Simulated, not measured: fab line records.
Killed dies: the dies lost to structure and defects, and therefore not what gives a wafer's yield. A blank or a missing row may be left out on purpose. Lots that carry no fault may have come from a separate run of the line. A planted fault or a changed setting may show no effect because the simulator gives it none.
Problem report, 8D (eight disciplines) form, completed by code	flow n5_finfet	the parts of the form that need people (team, actions taken, sign-off) are left out

## 1. THE PROBLEM
Mean of trench_depth_nm at N5_BEOL_M10_OCD_MEAS_38: 88.0 nm over 2 wafers from 1 lot, against 149.4 nm (standard deviation 1.9) on wafers with no fault. That puts it -32 standard deviations away from the usual mean.
Seen first at day 15 21:38 on ocd-02, wafer L284.2. The record holds 24 wafers of 8 lots with a number at this step. By rule, "out" or "out of limits" means more than 4 standard deviations away from the usual mean. The other wafers with a number count as sound.

## 2. WHAT THIS IS AND IS NOT
question	is	is not
which readings at this step	trench_depth_nm	-
which lots	L284	L267, L269, L271, L276, L278, L283, L289
which wafers of those lots	L284.2, L284.4	L284.5
read on which gauges	ocd-02	ocd-01
when	from day 15 21:38	up to then (19 sound wafers); but 3 sound wafers of L289 came after

## 3. SUSPECTS, AND WHAT RULES EACH OUT
Counting: if a tool at a process step up to the reading ran every lot that is out, it stays a suspect. Sound lots after the first of them don't rule it out here, since some wafers of a struck lot are sound.
- the gauge at N5_BEOL_M10_OCD_MEAS_38: ruled out. All the wafers that are out were read on ocd-02, but those of them that N5_BEOL_M10_THK_MEAS_53 has rows for are out there too, on other tools.
- rie_diel-04 at N5_BEOL_M10_DESCUM_33 (chemistry O2, time 7.9 s): kept. It ran the lot that is out, L284 (day 15 21:09); its last sound lot up to then is L278 (day 14 13:01).
- rie_diel-04 at N5_BEOL_M10_TRENCH_ETCH_37 (etches SiCOH lowk in C4F6/O2, target depth 148.83 nm, time 48 s): kept. It ran the lot that is out, L284 (day 15 21:28); its last sound lot up to then is L278 (day 14 13:19).
- rie_diel-04 at N5_BEOL_M10_ETCH_41 (etches SiCN in CH3F/O2, target depth 42.6 nm, time 86 s): kept. It ran the lot that is out, L284 (day 15 21:38); its last sound lot up to then is L278 (day 14 13:30). Because N5_BEOL_M10_ETCH_41 lacks a start for some lots, the hours and order of its lots are taken from N5_BEOL_M10_OCD_MEAS_38.
Left after counting: rie_diel-04 at N5_BEOL_M10_DESCUM_33, rie_diel-04 at N5_BEOL_M10_TRENCH_ETCH_37, rie_diel-04 at N5_BEOL_M10_ETCH_41.

## 4. THE CAUSE (what the simulator had put in)
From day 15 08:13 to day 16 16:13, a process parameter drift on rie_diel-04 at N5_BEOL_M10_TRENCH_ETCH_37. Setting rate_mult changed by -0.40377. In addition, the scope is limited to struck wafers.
After counting, 3 suspects remain, this tool included.

## 5. THE CHAIN OF EFFECTS, in route order
One row per reading whose mean, taken over the struck wafers that have a number, lies over 3 standard deviations from the usual. Scope: only readings with a usual standard deviation given in the record; hours: median across lots of the time from each lot's start at the first step in this table that gives one to its start at this step; sigmas: change in usual standard deviations.
hours	step	reading	usual	on struck wafers	change	sigmas
0	N5_BEOL_M10_TRENCH_ETCH_37	oes_product_au	0.82 a.u.	0.58	-0.24	-4.1
0	N5_BEOL_M10_OCD_MEAS_38	trench_depth_nm	149.4 nm	88.0	-61.4	-32
4	N5_BEOL_M10_THK_MEAS_53	M10_THK	142.8 nm	80.0	-62.9	-27
4	N5_BEOL_M10_RS_MEAS_57	M10_RS	0.1498 ohm/sq	0.2907	+0.1409	+59
55	N5_PASSIVATION_PROBE_49	killed_at_M4_up	14	64	+50	+9.0
55	N5_PASSIVATION_PROBE_49	sort_bin_8_speed	0.00 %	4.28	+4.28	+99 or more
Here are the process steps it includes:
- N5_BEOL_M10_TRENCH_ETCH_37: etches SiCOH lowk in C4F6/O2, target depth 148.83 nm, time 48 s.
- N5_PASSIVATION_PROBE_49

## 6. WHAT WOULD HAVE CAUGHT IT SOONER
In this record the first reading out of limits at a measuring or inspecting step was taken at day 15 21:38, 13 hours after the fault began at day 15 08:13.
The tool's own readings at N5_BEOL_M10_TRENCH_ETCH_37 were out on some of the struck wafers (oes_product_au): an alarm limit on them would have fired on those.
The start of N5_BEOL_M10_TRENCH_ETCH_37 on rie_diel-04 came by day 15 21:38 for every one of the lots that are out (1). None of them would have been spared by holding the tool at that moment.
